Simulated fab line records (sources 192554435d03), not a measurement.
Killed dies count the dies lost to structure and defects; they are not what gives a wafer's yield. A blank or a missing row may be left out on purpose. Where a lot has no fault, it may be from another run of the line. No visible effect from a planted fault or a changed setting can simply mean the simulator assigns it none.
Matching of chambers	flow n5-finfet	rie-diel-06 running N5_BEOL_M11_ETCH_61: 4 sister chambers
The step etches SiARC in CF4, target depth 39 nm, time 65 s. 20 wafers are shown with their chamber, then 10 later ones without.

WAFERS, EACH WITH ITS CHAMBER
wafer	chamber	showerhead-plenum-p-Torr (Torr)	drypump-motor-current-A (A)	throttle-valve-pct (%)
L074.1	0	2.19	5.7	15.72
L074.2	2	2.16	5.2	15.81
L074.5	2	2.16	5.2	15.81
L075.1	3	2.18	5.8	15.16
L075.2	0	2.19	5.8	15.72
L075.3	1	2.11	5.9	16.14
L076.3	2	2.16	5.3	15.83
L076.4	0	2.19	5.8	15.74
L076.6	2	2.16	5.2	15.83
L077.4	3	2.18	5.8	15.18
L077.5	2	2.16	5.2	15.84
L077.6	1	2.11	5.9	16.15
L081.3	0	2.19	5.7	15.24
L081.5	1	2.11	5.9	16.15
L081.6	0	2.19	5.7	15.22
L091.1	0	2.18	5.7	15.27
L091.4	3	2.17	5.8	15.24
L091.6	3	2.17	5.8	15.24
L093.1	3	2.17	5.8	15.21
L093.3	0	2.18	5.7	15.27

SIGNATURES, as means of the wafers listed above
reading	chamber 0	chamber 1	chamber 2	chamber 3	scatter within a chamber
showerhead-plenum-p-Torr	2.1871	2.1100	2.1600	2.1740	0.00405
drypump-motor-current-A	5.729	5.900	5.220	5.800	0.0373
throttle-valve-pct	15.4543	16.1467	15.8240	15.2060	0.158
Rule: a wafer's distance from a chamber is the root of the sum, over the readings, of the square of ((its reading less the chamber's mean) divided by the reading's scatter). The wafer belongs to the nearest chamber; if the next one is less than 2 further off, it can't be placed. How the scatter is found: for the shown wafers, subtract from each reading the mean of its chamber, square and add these, divide the total by (wafers less chambers), then take the root.

WAFERS WITHOUT THEIR CHAMBER
wafer	showerhead-plenum-p-Torr (Torr)	drypump-motor-current-A (A)	throttle-valve-pct (%)
L093.4	2.15	5.2	15.88
L094.1	2.18	5.8	15.30
L094.5	2.18	5.8	15.28
L094.6	2.10	5.9	15.72
L095.2	2.17	5.8	15.26
L095.5	2.10	5.9	15.71
L095.6	2.15	5.2	15.90
L096.1	2.18	5.8	15.30
L096.2	2.15	5.2	15.91
L096.3	2.17	5.8	15.24

WHICH CHAMBER EACH WENT THROUGH
wafer	from the rows above	in truth
L093.4	2	2
L094.1	can't be placed: 3 or 0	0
L094.5	can't be placed: 3 or 0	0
L094.6	1	1
L095.2	3	3
L095.5	1	1
L095.6	2	2
L096.1	can't be placed: 3 or 0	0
L096.2	2	2
L096.3	3	3
Correctly placed: 7 of 10. Not placeable from these rows: 3 (in 3, the candidates include the true chamber). Wrongly placed: 0.
